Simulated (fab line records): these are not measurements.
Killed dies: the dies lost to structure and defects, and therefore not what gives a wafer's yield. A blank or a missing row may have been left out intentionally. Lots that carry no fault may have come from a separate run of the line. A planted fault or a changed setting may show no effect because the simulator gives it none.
Chamber matching | flow nandHarc | NHARC_A_STAIRCASE_ALD_415 on aldHk-04 has 4 sister chambers
The step deposits SiO2, target thk 30 nm, pulse time 6 s, ald cycles 300. 4 wafers are shown with their chamber, then 7 later ones without.

== EACH WAFER AND ITS CHAMBER ==
wafer  | chamber | heaterPowerW (W)
L078.6 | 2       | 539
L082.5 | 3       | 484
L086.2 | 1       | 488
L086.4 | 0       | 497

== WAFERS WHOSE CHAMBER IS MISSING ==
wafer  | heaterPowerW (W)
L086.5 | 527
L093.2 | 468
L093.5 | 549
L093.6 | 478
L094.2 | 479
L094.3 | 539
L094.5 | 560

== WHICH CHAMBER EACH ONE RAN IN ==
wafer  | from the rows above          | in truth
L086.5 | can't be placed: 2 or 0      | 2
L093.2 | can't be placed: 3 or 1 or 0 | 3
L093.5 | 2                            | 2
L093.6 | can't be placed: 3 or 1 or 0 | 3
L094.2 | can't be placed: 3 or 1 or 0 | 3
L094.3 | 2                            | 2
L094.5 | 2                            | 2
3 of 7 placed correctly. Not placeable from these rows: 4 (in 4, the candidates include the true chamber). Wrongly placed: 0.
How it was worked out, from the rows above alone: a wafer's distance from a chamber is the root of the sum, over the readings, of the square of ((its reading less the chamber's mean) divided by the reading's scatter). If the next closest chamber is less than 2 further off than the closest, the wafer can't be placed; otherwise it belongs to the closest. The mean given for a chamber averages the wafers shown for that chamber. The scatter: with one shown wafer a chamber, the root of the mean of the squares of how far each hidden wafer lies from its nearest shown one.
